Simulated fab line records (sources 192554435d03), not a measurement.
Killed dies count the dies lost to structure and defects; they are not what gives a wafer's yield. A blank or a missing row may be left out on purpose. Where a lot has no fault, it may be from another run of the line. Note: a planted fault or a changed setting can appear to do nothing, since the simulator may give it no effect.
What tool caused it? ; flow n5_finfet ; Sampling: 13 lots, 36 wafers, 2 of 1938 route steps

== WHAT THE GAUGES READ, wafer by wafer ==
N5_BEOL_M15_OVL_MEAS_11.
lot;measured;on;V14_OVL (nm)
L549;day 12 02:56;overlay-02;-7 0 1
L551;day 12 22:09;overlay-02;-5 -6 9
L552;day 13 04:25;overlay-02;-3 -5 0
L553;day 13 10:45;overlay-02;1 -1 -9
L556;day 13 17:18;overlay-02;-9 -4 -3
L561;day 15 06:07;overlay-02;-4 3 -6
L560;day 15 20:16;overlay-02;0 5 2
L566;day 16 18:17;overlay-02;-6 -6 -7
L567;day 17 13:54;overlay-02;-9 -7 -5
L568;day 17 06:52;overlay-02;-1 -6
L569;day 18 00:44;overlay-02;-5 -7
L571;day 18 00:07;overlay-01;-9 -10 -10
L572;day 18 19:14;overlay-01;-4 -2

== WHICH TOOL RAN EACH LOT (tool, then ch and the chambers of the sampled wafers, then the start) ==
lot;N5_BEOL_M3_CVD_47
L549;cvd_co-01 ch 0,1,2, day 7 19:55
L551;cvd_co-02 ch 0,1,2, day 8 20:35
L552;cvd_co-01 ch 0,1, day 8 22:58
L553;cvd_co-02 ch 0,1,2, day 9 02:02
L556;cvd_co-02 ch 1,2, day 9 09:05
L561;cvd_co-01 ch 0,1,2, day 10 22:49
L560;cvd_co-01 ch 0,1, day 11 02:10
L566;cvd_co-02 ch 0,1,2, day 12 14:56
L567;cvd_co-02 ch 0,2, day 12 15:18
L568;cvd_co-02 ch 1,2, day 12 20:08
L569;cvd_co-02 ch 0,1, day 13 02:26
L571;cvd_co-02 ch 2, day 13 09:24
L572;cvd_co-01 ch 0,2, day 14 08:09
- N5_BEOL_M3_CVD_47: deposits Co from CCTBA/H2, target thk 3 nm, time 223.8 s.

== WHAT THE TOOLS THEMSELVES READ (means of the sampled wafers that have a number; where no wafer has one, the mark that the record gives instead) ==
The record holds no such reading with a usual standard deviation.

== THE ANSWER, worked out from the rows above alone ==
Rule: the usual values come from the lots themselves. The widest of any qualifying gaps counts: lots, ordered by their means at a reading, are off when they make up no more than a third of the lots, leave a main group of 4 or more, and stand apart from it by 3 or more times the standard deviation of that group's means. The tables above print the reading to a certain number of digits; a main group whose means all agree to those digits is not used. Also off: a lot with no number at a reading for which 4 or more lots have one. Where the step has rows for the other lots, those lots are counted as sound. First the gauges in route order, then the tools' own readings, where a lot's mean is used as printed above. The first step at which some lot is off is used, and at that step the reading that is off furthest; a lot without a number counts as furthest.
None of the lots is off at any reading shown; this tells nothing.

== WHAT THE SIMULATOR PUT IN ==
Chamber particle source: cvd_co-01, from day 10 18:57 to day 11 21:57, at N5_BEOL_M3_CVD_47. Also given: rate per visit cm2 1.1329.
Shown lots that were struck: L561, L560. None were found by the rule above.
